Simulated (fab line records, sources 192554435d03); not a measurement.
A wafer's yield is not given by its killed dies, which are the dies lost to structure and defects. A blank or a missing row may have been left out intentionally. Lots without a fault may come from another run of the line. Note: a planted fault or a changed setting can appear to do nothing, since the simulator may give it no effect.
fab line records	flow n5_finfet
record: lots: 10	wafers: 27	last_day: 18
route steps=1938 shown BEOL_M4@1091 PASSIVATION@1936
lots that met no fault: taken from a fault-free run of the same line
start_h: hours from the record's opening day to when the first of the lot's shown wafers began	wait_h: how many hours have passed since the lot's step before this one	" the same as in the row above	L1.1+2: several wafers, shown together as one row	- no value present, or no start provided	* or withheld: withheld	< > ~ a bound
route shown NAME@n: NAME is a module with steps in the file, n the number in the route of the first one	usual: mean/standard deviation of fault-free wafers	same: alike in all rows	chamber/n: place in a boat	sites: each site's reading	_std_site: their standard deviation	_edge_site: inner sites' mean taken away from outer sites' mean	radius_mm: for every site, how far away it sits from the centre of the wafer	mask NAME#n: copy n	behind: tool/chamber where the wafer was last shaped	hold: cause of the lot's hold/its duration in hours/its outcome	device: whichever transistor did not switch (one of n, p or np)	end of line: the same wafers' tests at the end of the route	where a step has no rows: the recipe by itself	killed: the dies lost at the first sort to structure and to defects; this is not the yield of the wafer	map: per-die view of a wafer (x killed, . not killed, _ where there is no die)
set.NAME: setting as actually run; set.NAME@STEP: the setting as run at that earlier step	model.NAME: the simulator's own value behind a step, which no gauge read
the route's steps for a sample of lots (tables are steps, rows are wafers)
services: the hour from which a tool's chamber was out of use, counted from the record's first day as start_h (under 0 if before that day), plus the number of hours and why
== steps ==
step: N5_BEOL_M4_ANNEAL_87
recipe: temp_c: 400	time_s: 240	ambient: vacuum
usual: heater_power_w: 821/80	susceptor_temp_C: 400.03/0.22	susceptor_temp_C_max: 401.0/0.34
lot.wafer	tool	chamber	start_h	wait_h	heater_power_w	susceptor_temp_C	susceptor_temp_C_max
L829.2	pvd_sputter-02	-	198.08	0.0	901	400.32	401.2
L829.3	"	-	"	"	707	400.17	400.9
L829.5	"	-	"	"	914	399.89	401.1
L831.1	pvd_sputter-01	-	198.28	0.0	755	400.25	401.4
L831.2	"	-	"	"	799	400.07	401.3
L831.6	"	-	"	"	759	400.38	401.6
L830.2	pvd_sputter-01	-	202.50	0.0	757	400.00	400.8
L830.3	"	-	"	"	753	399.84	401.3
L830.5	"	-	"	"	736	399.97	401.1
L832.1	pvd_sputter-03	-	203.09	0.0	882	399.89	400.6
L832.2	"	-	"	"	778	400.08	400.9
L832.5	"	-	"	"	885	400.19	400.8
L838.4	pvd_sputter-01	-	232.10	0.0	740	400.14	401.1
L838.6	"	-	"	"	798	399.65	400.5
L837.3	pvd_sputter-03	-	232.62	0.0	904	399.93	401.1
L837.4	"	-	"	"	795	399.79	400.7
L839.2	pvd_sputter-03	-	252.00	0.0	873	400.23	401.0
L839.4	"	-	"	"	781	399.83	401.0
L839.5	"	-	"	"	886	399.92	400.7
L840.3	pvd_sputter-02	-	254.82	0.0	921	399.89	400.8
L840.6	"	-	"	"	783	400.36	401.2
L847.2	pvd_sputter-01	-	285.97	0.0	728	400.39	401.7
L847.3	"	-	"	"	1012	399.84	400.7
L847.6	"	-	"	"	1019	400.07	401.1
L850.1	pvd_sputter-01	-	310.32	0.0	1025	399.97	400.7
L850.2	"	-	"	"	790	399.85	400.6
L850.4	"	-	"	"	762	399.64	400.9
step: N5_BEOL_M4_SPUTTER_92
recipe: material: Cu	target_thk_a: 45	temp_c: -20	chamber_pressure_pa: 0.07	power_w: withheld	time_s: 8.29
usual: susceptor_temp_C: -20.01/0.1	throttle_valve_pct: 30.0/0.8
lot.wafer	tool	chamber	start_h	wait_h	susceptor_temp_C	throttle_valve_pct
L829.2	pvd_sputter-02	-	198.66	0.1	-19.90	29.9
L829.3	"	-	"	"	-20.03	28.5
L829.5	"	-	"	"	-19.93	29.6
L831.1	pvd_sputter-01	-	198.86	0.1	-19.89	30.5
L831.2	"	-	"	"	-19.88	29.2
L831.6	"	-	"	"	-20.06	30.3
L830.2	pvd_sputter-01	-	203.08	0.1	-19.94	30.3
L830.3	"	-	"	"	-20.08	31.4
L830.5	"	-	"	"	-19.85	30.5
L832.1	pvd_sputter-03	-	203.67	0.1	-20.23	29.6
L832.2	"	-	"	"	-20.01	30.0
L832.5	"	-	"	"	-20.22	29.8
L838.4	pvd_sputter-01	-	232.68	0.1	-20.10	30.3
L838.6	"	-	"	"	-19.97	28.9
L837.3	pvd_sputter-03	-	233.20	0.1	-20.00	30.3
L837.4	"	-	"	"	-19.88	29.6
L839.2	pvd_sputter-03	-	252.58	0.1	-19.92	29.8
L839.4	"	-	"	"	-19.86	30.7
L839.5	"	-	"	"	-19.88	29.8
L840.3	pvd_sputter-02	-	255.40	0.1	-19.96	30.0
L840.6	"	-	"	"	-19.95	28.8
L847.2	pvd_sputter-01	-	286.55	0.1	-20.00	31.3
L847.3	"	-	"	"	-20.08	30.0
L847.6	"	-	"	"	-19.96	30.0
L850.1	pvd_sputter-01	-	310.90	0.1	-19.98	29.9
L850.2	"	-	"	"	-20.03	28.8
L850.4	"	-	"	"	-20.04	31.3
step: N5_BEOL_M4_SPUTTER_96
recipe: material: Cu	target_thk_a: 45	temp_c: -20	chamber_pressure_pa: 0.07	power_w: withheld	time_s: 8.29
usual: susceptor_temp_C: -20.00/0.11	throttle_valve_pct: 30.0/0.79
lot.wafer	tool	chamber	start_h	wait_h	susceptor_temp_C	throttle_valve_pct
L829.2	pvd_sputter-02	-	199.10	0.1	-19.92	29.6
L829.3	"	-	"	"	-20.22	28.6
L829.5	"	-	"	"	-19.99	29.7
L831.1	pvd_sputter-01	-	199.30	0.1	-19.91	30.3
L831.2	"	-	"	"	-20.16	29.2
L831.6	"	-	"	"	-19.86	30.5
L830.2	pvd_sputter-01	-	203.52	0.1	-20.02	30.5
L830.3	"	-	"	"	-19.83	31.1
L830.5	"	-	"	"	-19.85	30.4
L832.1	pvd_sputter-03	-	204.11	0.1	-20.08	29.6
L832.2	"	-	"	"	-20.06	30.0
L832.5	"	-	"	"	-20.00	29.9
L838.4	pvd_sputter-01	-	233.12	0.1	-20.02	30.3
L838.6	"	-	"	"	-20.11	28.8
L837.3	pvd_sputter-03	-	233.64	0.1	-20.12	30.5
L837.4	"	-	"	"	-20.07	30.0
L839.2	pvd_sputter-03	-	253.02	0.1	-19.95	29.9
L839.4	"	-	"	"	-19.74	30.4
L839.5	"	-	"	"	-20.08	29.7
L840.3	pvd_sputter-02	-	255.84	0.1	-19.91	29.7
L840.6	"	-	"	"	-20.02	28.8
L847.2	pvd_sputter-01	-	286.99	0.1	-19.92	31.4
L847.3	"	-	"	"	-20.22	30.0
L847.6	"	-	"	"	-20.11	29.7
L850.1	pvd_sputter-01	-	311.34	0.1	-20.02	29.8
L850.2	"	-	"	"	-19.92	28.7
L850.4	"	-	"	"	-19.93	31.3
step: N5_BEOL_M4_ECD_50
recipe: material: Cu	target_thk_a: 3000
lot.wafer	tool	chamber	start_h	wait_h
L829.2+3+5	ecd_cu-02	0,1,1	199.22	0.1
L831.1+2+6	ecd_cu-01	1,0,0	199.42	0.1
L830.2+3+5	ecd_cu-02	0,1,1	203.64	0.1
L832.1+2+5	ecd_cu-01	1,0,1	204.23	0.1
L838.4+6	ecd_cu-01	1	233.26	0.1
L837.3+4	ecd_cu-01	1,0	233.78	0.1
L839.2+4+5	ecd_cu-01	0,1,1	253.13	0.1
L840.3+6	ecd_cu-01	0,1	255.98	0.1
L847.2+3+6	ecd_cu-02	0	287.11	0.1
L850.1+2+4	ecd_cu-01	1,0,0	311.46	0.1
step: N5_BEOL_M4_CMP_52
recipe: stop_on: SiOC	t_overpolish_s: 6.8	down_force_psi: 1	platen_rpm: 50	clearing_platen_down_force_psi: 1.5	clearing_platen_rpm: 50	post_cmp_clean: cu_alkaline	target_thk_nm: 40	clearing_platen_pad_velocity_m_s: 0.99484	pad_velocity_m_s: 0.99484
usual: clearing_platen_down_force_psi: 1.500/0.003	clearing_platen_rpm: 50.000/0.028	motor_current_A: 6.2/0.59	time_to_endpoint_s: 64/3.5
lot.wafer	tool	chamber	start_h	wait_h	clearing_platen_down_force_psi	clearing_platen_rpm	motor_current_A	time_to_endpoint_s
L829.3	cmp-01	2	199.66	0.2	1.503	49.985	7.0	66
L829.2	"	0	"	"	1.499	49.971	6.5	64
L829.5	"	2	"	"	1.501	49.991	7.1	71
L831.1	cmp-01	1	199.88	0.3	1.501	49.940	5.7	63
L831.2	"	3	"	"	1.503	50.028	6.0	65
L831.6	"	0	"	"	1.502	50.025	6.5	63
L832.1	cmp-02	3	205.06	0.5	1.497	50.037	5.1	64
L832.2	"	1	"	"	1.500	49.951	6.3	64
L832.5	"	3	"	"	1.502	50.044	5.1	63
L830.3	cmp-01	0	205.08	0.3	1.498	50.011	6.3	61
L830.2	"	1	"	"	1.508	49.986	5.8	59
L830.5	"	3	"	"	1.506	50.005	6.1	63
L838.4	cmp-02	2	233.65	0.2	1.508	50.008	6.5	55
L838.6	"	2	"	"	1.507	50.014	6.8	57
L837.3	cmp-03	1	234.13	0.2	1.501	50.047	5.7	77
L837.4	"	0	"	"	1.502	49.988	6.4	66
L839.4	cmp-03	2	253.51	0.1	1.502	49.989	5.3	63
L839.2	"	0	"	"	1.506	49.999	6.3	63
L839.5	"	2	"	"	1.502	49.968	5.0	78
L840.3	cmp-03	0	256.62	0.2	1.501	50.022	6.4	86
L840.6	"	3	"	"	1.504	50.017	6.2	66
L847.3	cmp-01	1	287.52	0.2	1.502	49.991	5.9	63
L847.2	"	3	"	"	1.500	49.994	6.1	66
L847.6	"	1	"	"	1.503	49.940	6.0	64
L850.2	cmp-01	1	311.83	0.2	1.501	50.008	5.7	65
L850.1	"	2	"	"	1.497	50.011	7.4	71
L850.4	"	3	"	"	1.499	50.023	6.0	68
step: N5_BEOL_M4_RC_MEAS_101
usual: DIBL_N: 37.1/2.4	DIBL_P: 37/3	IOFF_N: 0.18/0.053	IOFF_P: 0.21/0.05	ION_N: 674/14	ION_P: 459/9.2	SS_N: 72.1/0.9	SS_P: 73.4/0.89	VT_N: 250/3.8	VT_P: -251/3.7
lot.wafer	tool	chamber	start_h	wait_h	DIBL_N[mV/V]	DIBL_P[mV/V]	IOFF_N[nA/um]	IOFF_P[nA/um]	ION_N[uA/um]	ION_P[uA/um]	SS_N[mV/dec]	SS_P[mV/dec]	VT_N[mV]	VT_P[mV]
L829.2	prober-02	0	200.38	0.2	35.7	35	0.16	0.22	671	464	71.8	72.9	249	-249
L829.3	"	0	"	"	37.7	36	0.19	0.22	677	461	72.6	73.0	251	-249
L829.5	"	0	"	"	34.8	34	0.14	0.18	656	455	71.9	72.3	253	-249
L831.1	prober-01	0	200.63	0.2	35.0	34	0.13	0.16	664	455	71.5	73.0	253	-251
L831.2	"	0	"	"	34.1	32	0.12	0.14	652	445	71.4	72.2	256	-257
L831.6	"	0	"	"	36.0	35	0.14	0.17	664	453	71.1	72.8	255	-255
L832.1	prober-02	0	205.69	0.0	40.3	37	0.26	0.19	659	447	74.5	73.1	250	-253
L832.2	"	0	"	"	35.2	35	0.13	0.16	654	445	70.6	73.0	253	-254
L832.5	"	0	"	"	36.3	36	0.14	0.17	655	441	71.5	72.5	252	-254
L830.2	prober-01	0	205.80	0.2	37.7	39	0.20	0.25	688	467	71.6	73.7	248	-248
L830.3	"	0	"	"	36.7	37	0.19	0.23	681	464	72.0	72.7	245	-248
L830.5	"	0	"	"	37.9	38	0.20	0.23	664	453	73.0	73.8	247	-248
L838.4	prober-01	0	234.68	0.5	35.6	36	0.17	0.20	678	462	72.4	73.2	250	-251
L838.6	"	0	"	"	37.2	38	0.22	0.23	698	465	71.5	74.4	244	-250
L837.3	prober-02	0	235.05	0.3	37.3	39	0.17	0.22	670	455	71.4	74.0	251	-252
L837.4	"	0	"	"	38.5	39	0.20	0.22	672	449	73.4	74.6	250	-251
L839.2	prober-02	0	254.30	0.2	36.4	37	0.18	0.20	671	456	72.2	73.0	249	-252
L839.4	"	0	"	"	37.8	38	0.19	0.22	674	453	72.7	74.0	250	-253
L839.5	"	0	"	"	36.6	38	0.19	0.22	692	471	71.8	72.8	246	-251
L840.3	prober-01	0	257.53	0.3	35.9	36	0.17	0.22	676	465	71.8	73.9	247	-249
L840.6	"	0	"	"	35.7	37	0.17	0.23	678	473	71.9	73.6	250	-249
L847.2	prober-02	0	288.24	0.2	41.6	41	0.28	0.27	683	463	73.6	75.0	243	-248
L847.3	"	0	"	"	35.2	35	0.14	0.17	651	446	71.9	72.9	255	-255
L847.6	"	0	"	"	39.3	38	0.24	0.23	682	461	73.2	74.9	247	-251
L850.1	prober-01	0	312.45	0.0	34.9	35	0.13	0.16	662	456	71.0	73.0	254	-253
L850.2	"	0	"	"	37.6	38	0.16	0.19	662	448	71.7	73.5	254	-253
L850.4	"	0	"	"	37.8	39	0.19	0.22	681	460	71.8	73.7	249	-252
step: N5_PASSIVATION_PROBE_49
usual: defect_limited_yield: 91.6/1.4	killed_at_M0_to_M3: 32/9.5	killed_at_M4_up: 13/6	killed_at_contacts: 12/5.6	killed_at_front_end: 39/11	killed_at_other: 2.8/2.3	killed_dies: 99/16	killed_open: 65/12	killed_short: 32/7.6	sort_bin_4_leakage: 0.1/0.88	sort_bin_5_function: 4.8/0.88	sort_bin_6_memory: 3.2/0.65	sort_n_pass: 1077/29	sort_yield_pct: 91.2/2.5
same: gross_dies: 1180	killed_at_back_side: 0	sort_bin_8_speed[%]: 0
lot.wafer	tool	chamber	start_h	wait_h	defect_limited_yield[%]	killed_at_M0_to_M3	killed_at_M4_up	killed_at_contacts	killed_at_front_end	killed_at_other	killed_dies	killed_open	killed_short	sort_bin_4_leakage[%]	sort_bin_5_function[%]	sort_bin_6_memory[%]	sort_n_pass	sort_yield_pct[%]
L839.2	prober-02	-	368.67	0.1	87.8	41	26	13	55	9	144	98	42	0	7.1	4.6	1036	87.8
L839.4	prober-02	-	368.77	0.2	90.2	27	25	6	54	4	116	77	26	0	5.2	3.8	1064	90.2
L839.5	prober-02	-	368.82	0.2	90.0	38	23	6	49	2	118	89	27	0	5.8	4.1	1062	90.0
killed by level:class
L839.2 STI_FIN_REVEAL:geometric_particle:open=18 FIN_SAQP:geometric_particle:open=14 BEOL_M1:geometric_particle:open=12 BEOL_M2:geometric_particle:open=10 MOL_CONTACT_COAG:geometric_particle:open=9 FIN_SAQP:geometric_particle:short=8 BEOL_M4:geometric_particle:open=8 BEOL_M4:geometric_particle:short=8
L839.4 FIN_SAQP:geometric_particle:open=16 BEOL_M2:geometric_particle:open=12 HKMG_FIN:area_etch=8 SPACER0:geometric_particle:open=5 STI_FIN_REVEAL:geometric_particle:open=5 MOL_CONTACT_COAG:geometric_particle:open=5 BEOL_M4:geometric_particle:open=5 BEOL_M0:geometric_particle:open=4
L839.5 BEOL_M2:geometric_particle:open=14 STI_FIN_REVEAL:geometric_particle:open=13 FIN_SAQP:geometric_particle:open=12 BEOL_M4:geometric_particle:open=12 FIN_SAQP:geometric_particle:short=10 BEOL_M3:geometric_particle:open=9 MOL_CONTACT_COAG:geometric_particle:open=6 BEOL_M1:geometric_particle:open=6
== services ==
tool	chamber	start_h	hours	kind
cmp-03	-	189.92	16.7	pm
cmp-01	-	197.28	2.3	repair
cmp-03	-	213.17	0.3	repair
cmp-03	-	217.93	4.0	pm
cmp-03	-	221.93	-	consumable_replace:conditioner
cmp-03	-	221.93	-	consumable_replace:pad
cmp-01	-	222.06	19.9	pm
ecd_cu-01	-	226.14	4.4	repair
cmp-01	-	254.51	0.3	repair
cmp-02	-	259.65	4.0	pm
cmp-02	-	263.65	-	consumable_replace:conditioner
cmp-02	-	263.65	-	consumable_replace:pad
cmp-02	-	267.05	16.2	repair
cmp-03	-	271.78	2.7	repair
ecd_cu-02	-	288.11	6.3	pm
cmp-02	-	289.29	0.4	repair
cmp-03	-	298.15	0.5	repair
cmp-03	-	303.39	4.7	pm
== key ==
first_sign: step: N5_BEOL_M4_CMP_52	reading: time_to_endpoint_s	direction: up	sigmas: 4.7	usual: *	struck: *
effect none on later readings
met_at N5_BEOL_M4_ECD_50
struck_lots L837,L839,L840
struck_wafers L837.3,L839.5,L840.3
not_acting_at N5_BEOL_M4_ANNEAL_87,N5_BEOL_M4_SPUTTER_92,N5_BEOL_M4_SPUTTER_96
onset_between 233.26 233.78
fault: kind: process_parameter_drift	tool: ecd_cu-01	chamber: -	onset_h: 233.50	steps: N5_BEOL_M4_ECD_50	channel: target_thk_a	offset: *	shape: step	end_h: 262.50	scope: struck_wafers_only	acts_in: *	stated: *
